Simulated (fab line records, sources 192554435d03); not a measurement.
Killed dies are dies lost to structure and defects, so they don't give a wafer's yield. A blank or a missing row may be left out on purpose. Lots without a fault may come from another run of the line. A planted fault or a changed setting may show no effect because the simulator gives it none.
Split-lot experiment | flow n5_finfet | 7 lots, 21 wafers read, on a route of 1938 steps

THE SPLIT
At N5_ZERO_LAYER_ETCH_18 (etches Si in HBr/Cl2, target depth 120 nm, time 40 s), the setting icp_w was moved away from the recipe's 800 W on 5 of the 21 wafers read, by -13.6% to +10.3%. The other wafers ran this setting at the recipe's value.

The reading is taken at the split's own step.

THE READING
ZERO_LAYER.feature_depth_nm (the simulator's own value, which no gauge read), in nm, at N5_ZERO_LAYER_ETCH_18 (etches Si in HBr/Cl2, target depth 120 nm, time 40 s). The file gives no usual value for it. The 16 wafers here that ran the recipe average 119.1 nm, standard deviation 1.8 nm.

wafer  | tool, chamber at the split | icp_w as run, W | against the recipe | ZERO_LAYER.feature_depth_nm, nm | against lot-mates on the recipe
L084.3 | rie_si-06, 1               | 800             | recipe             | 119.5                           | -
L084.4 | rie_si-06, 0               | 691.3           | -13.6%             | 111.2                           | -8.3
L084.5 | rie_si-06, 2               | 691.3           | -13.6%             | 109.8                           | -9.7
L087.1 | rie_si-01, 3               | 882.2           | +10.3%             | 130.4                           | +9.3
L087.5 | rie_si-01, 1               | 882.2           | +10.3%             | 123.6                           | +2.5
L087.6 | rie_si-01, 0               | 800             | recipe             | 121.1                           | -
L088.1 | rie_si-03, 3               | 800             | recipe             | 120                             | -
L088.4 | rie_si-03, 0               | 800             | recipe             | 119.5                           | -
L088.5 | rie_si-03, 1               | 800             | recipe             | 119.2                           | -
L090.1 | rie_si-01, 3               | 800             | recipe             | 124.7                           | -
L090.2 | rie_si-01, 0               | 800             | recipe             | 120.2                           | -
L090.5 | rie_si-01, 0               | 725.4           | -9.3%              | 115.1                           | -7.4
L093.2 | rie_si-06, 1               | 800             | recipe             | 117.2                           | -
L093.4 | rie_si-06, 2               | 800             | recipe             | 117.8                           | -
L093.5 | rie_si-06, 1               | 800             | recipe             | 118.4                           | -
L095.1 | rie_si-06, 2               | 800             | recipe             | 118.6                           | -
L095.2 | rie_si-06, 3               | 800             | recipe             | 117.5                           | -
L095.5 | rie_si-06, 0               | 800             | recipe             | 119.2                           | -
L096.3 | rie_si-03, 1               | 800             | recipe             | 117.1                           | -
L096.5 | rie_si-03, 3               | 800             | recipe             | 117.5                           | -
L096.6 | rie_si-03, 0               | 800             | recipe             | 118.7                           | -

THE FIT
A straight line over all 21 wafers: ZERO_LAYER.feature_depth_nm changes by +0.656 nm for each +1% of icp_w; r = +0.88; the points scatter about the line by 2.1 nm.
The same after taking each lot's own level away (the mean of its wafers on the recipe; 21 wafers): +0.647 nm for each +1%; r = +0.93; scatter 1.5 nm.
On that fit, the largest move of icp_w shifts the reading by 8.8 nm.
The lots' own levels span 117.77 to 122.45 nm, that is 2.6 times the standard deviation above.
So the lot-to-lot level changes the slope little: the two slopes agree.
Check: with one of the wafers moved furthest among these (-13.6%) left out of the fit, the line predicts -9.22 nm for it against its lot-mates. It came out at -8.3 nm against them.

THE WHOLE CHAIN: every reading that the file lists as answering this split, in the file's order
step                  | what it does                                         | reading                                                                      | change (the file's fit)               | r (the file's)
N5_ZERO_LAYER_ETCH_18 | etches Si in HBr/Cl2, target depth 120 nm, time 40 s | etch.depth_nm (the simulator's own value, which no gauge read)               | +0.664 nm for each +1% of the setting | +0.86
N5_ZERO_LAYER_ETCH_18 | etches Si in HBr/Cl2, target depth 120 nm, time 40 s | ZERO_LAYER.feature_depth_nm (the simulator's own value, which no gauge read) | +0.664 nm for each +1% of the setting | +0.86

THE FILE'S OWN FIT
ZERO_LAYER.feature_depth_nm changes by +0.664 nm for each +1% of icp_w, r = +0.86.
